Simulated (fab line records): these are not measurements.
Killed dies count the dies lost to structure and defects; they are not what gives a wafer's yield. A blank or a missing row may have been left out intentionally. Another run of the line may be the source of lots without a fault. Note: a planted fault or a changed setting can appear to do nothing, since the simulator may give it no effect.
Problem report, 8D (eight disciplines) form, completed by code ; flow nand-harc ; the parts of the form that need people (team, actions taken, sign-off) are left out

1. THE ISSUE
At NHARC_A_ONON_D1_THK_MEAS_30, thk-nm averages 1545 nm over 3 wafers from 2 lots, while fault-free wafers read 1001 nm, standard deviation 8.7. Measured from the usual mean, that is +62 standard deviations.
The step: measures by ellipsometry.
Earliest sighting: wafer L704.1 on film-metro-02 at day 10 16:13. At this step, 40 wafers from 14 lots have a number in the record. By rule, "out" or "out of limits" means more than 4 standard deviations away from the usual mean. All remaining wafers that have a number are taken as sound.

2. WHAT IT IS, WHAT IT ISN'T
question;is;is not
which readings at this step;thk-nm;-
which lots;L704, L705;L698, L699, L700, L701, L713, L714, L715, L716, L717, L718, L719, L721
which wafers of those lots;L704.1, L704.2, L705.2;L705.5
read on which gauges;film-metro-01, film-metro-02;-
when;from day 10 16:13;"up to then (12 sound wafers); but 25 sound wafers of L705, L713, L714, L715, L716, L717, L718, L719, L721 came after"

3. THE SUSPECTS, EACH WITH WHAT RULES IT OUT
Counting: any tool at a process step up to the reading remains a suspect provided it ran every lot that is out. Sound lots after the first of them don't rule it out here, since some wafers of a struck lot are sound.
- the gauge at NHARC_A_ONON_D1_THK_MEAS_30: ruled out. Those wafers that are out were read across 2 gauges (film-metro-01, film-metro-02).
- pecvd-onon-01 at NHARC_A_ONON_D1_DEP_28 (target thk 1000 nm): kept. It ran every lot that is out, first L704 (day 10 15:41); its last sound lot up to then is L701 (day 9 07:06).
After counting, what remains is pecvd-onon-01 at NHARC_A_ONON_D1_DEP_28.

4. THE CAUSE (what the simulator had put in)
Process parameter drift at NHARC_A_ONON_D1_DEP_28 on pecvd-onon-01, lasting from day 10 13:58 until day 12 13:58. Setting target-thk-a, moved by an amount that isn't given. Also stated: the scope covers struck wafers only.
This tool alone remained once counting was done.

5. THE EFFECT CHAIN, in route order
One row per reading whose mean, taken over the struck wafers that have a number, lies over 3 standard deviations from the usual. Only readings whose record carries a usual standard deviation are examined. hours: median over the lots of the time between each lot's start at the first step of this table that gives one and its start at this step. sigmas: the change, counted in usual standard deviations.
hours;step;reading;usual;on struck wafers;change;sigmas
0;NHARC_A_ONON_D1_THK_MEAS_30;thk-nm;1001 nm;1545;+544;+62

6. WHAT WOULD HAVE CAUGHT IT SOONER
Counted from the fault's start at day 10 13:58, it took 2 hours until the first out-of-limits reading at a measuring or inspecting step in this record, taken at day 10 16:13.
An alarm limit of 4 standard deviations would not have fired on the tool readings at NHARC_A_ONON_D1_DEP_28 for which the record gives a usual standard deviation, since none of them was out on any struck wafer.
Among the 2 lots that are out, L705 began NHARC_A_ONON_D1_DEP_28 on pecvd-onon-01 after day 10 16:13. It would have been spared by a hold on the tool at that moment.
